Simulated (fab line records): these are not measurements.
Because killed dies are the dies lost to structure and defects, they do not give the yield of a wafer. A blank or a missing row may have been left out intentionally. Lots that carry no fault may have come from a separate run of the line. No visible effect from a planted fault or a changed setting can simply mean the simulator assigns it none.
A lot that was struck, set against a sound lot    flow nand-harc    15 out of 1302 route steps
Sound: the wafers L747.1, L747.2, L747.5. Wafers L750.2, L750.6 were the ones struck. At the end, the cause is stated.
Per side, at each step with rows, come the tool, then ch with its chambers, and then its first start. Under that, the readings that differ: sound wafers    struck wafers    difference of the means    sigmas: that difference in standard deviations of wafers without a fault.
alike: same words and numbers on both sides, and readings whose means sit less than 2 such deviations apart. not compared: any withheld reading, any reading some wafer has no value for, any bound like >300 that may hide the same value, and any number with overlapping values for which the record gives no deviation.
A row with sigmas, a row that says differs or no value, or rows on one side alone: a step with any of these is where the two part. Non-overlapping numbers with no deviation appear without sigmas and do not part them. Lack of a reading on every wafer of one side parts them only where that side has two or more wafers.

first, 1 step without rows for these wafers: NHARC_A_ONON_D1_DEP_00 (target thk 1000 nm).
NHARC_A_ONON_D1_THK_MEAS_02: measures by ellipsometry.
  sound: film-metro-02 at day 8 12:24; struck: film-metro-01 at day 9 19:49
  alike: thk-nm
then, 1 step without rows for these wafers: NHARC_A_ONON_D1_DEP_03 (target thk 1000 nm).
NHARC_A_ONON_D1_THK_MEAS_05: measures by ellipsometry.
  sound: film-metro-01 at day 8 12:59; struck: film-metro-02 at day 9 20:23
reading      sound           struck   difference  sigmas
thk-nm (nm)  1003 1004 1005  983 983  -21         -2
then, 1 step without rows for these wafers: NHARC_A_ONON_D1_DEP_06 (target thk 1000 nm).
NHARC_A_ONON_D1_THK_MEAS_08: measures by ellipsometry.
  sound: film-metro-01 at day 8 13:33; struck: film-metro-01 at day 9 20:57
  alike: thk-nm
then, 1 step without rows for these wafers: NHARC_A_ONON_D1_DEP_09 (target thk 1000 nm).
NHARC_A_ONON_D1_THK_MEAS_11: measures by ellipsometry.
  sound: film-metro-01 at day 8 14:07; struck: film-metro-01 at day 9 21:32
  alike: thk-nm
then, 1 step without rows for these wafers: NHARC_A_ONON_D1_DEP_12 (target thk 1000 nm).
NHARC_A_ONON_D1_THK_MEAS_14: measures by ellipsometry.
  sound: film-metro-02 at day 8 14:41; struck: film-metro-01 at day 9 22:05
  alike: thk-nm
then, 1 step without rows for these wafers: NHARC_A_ONON_D1_ANNEAL_15 (time 3600 s).
NHARC_A_ONON_D1_DEP_16: target thk 1000 nm.
  sound on pecvd-onon-03 ch 0, day 8 22:07; struck on pecvd-onon-03 ch 0, day 10 05:46
NHARC_A_ONON_D1_THK_MEAS_18: measures by ellipsometry.
  sound: film-metro-02 at day 8 22:38; struck: film-metro-02 at day 10 06:13
reading      sound        struck     difference  sigmas
thk-nm (nm)  985 984 985  1584 1585  +600        +55
then, 1 step without rows for these wafers: NHARC_A_ONON_D1_DEP_19 (target thk 1000 nm).
NHARC_END_SORT_01:
  the record has rows for the sound wafers here (prober-01 ch 0, day 25 07:27) and none for the struck ones

## WHERE THEY PART
Last at NHARC_END_SORT_01 as far as this record goes, first at NHARC_A_ONON_D1_THK_MEAS_05.

WHY: what the simulator had put in
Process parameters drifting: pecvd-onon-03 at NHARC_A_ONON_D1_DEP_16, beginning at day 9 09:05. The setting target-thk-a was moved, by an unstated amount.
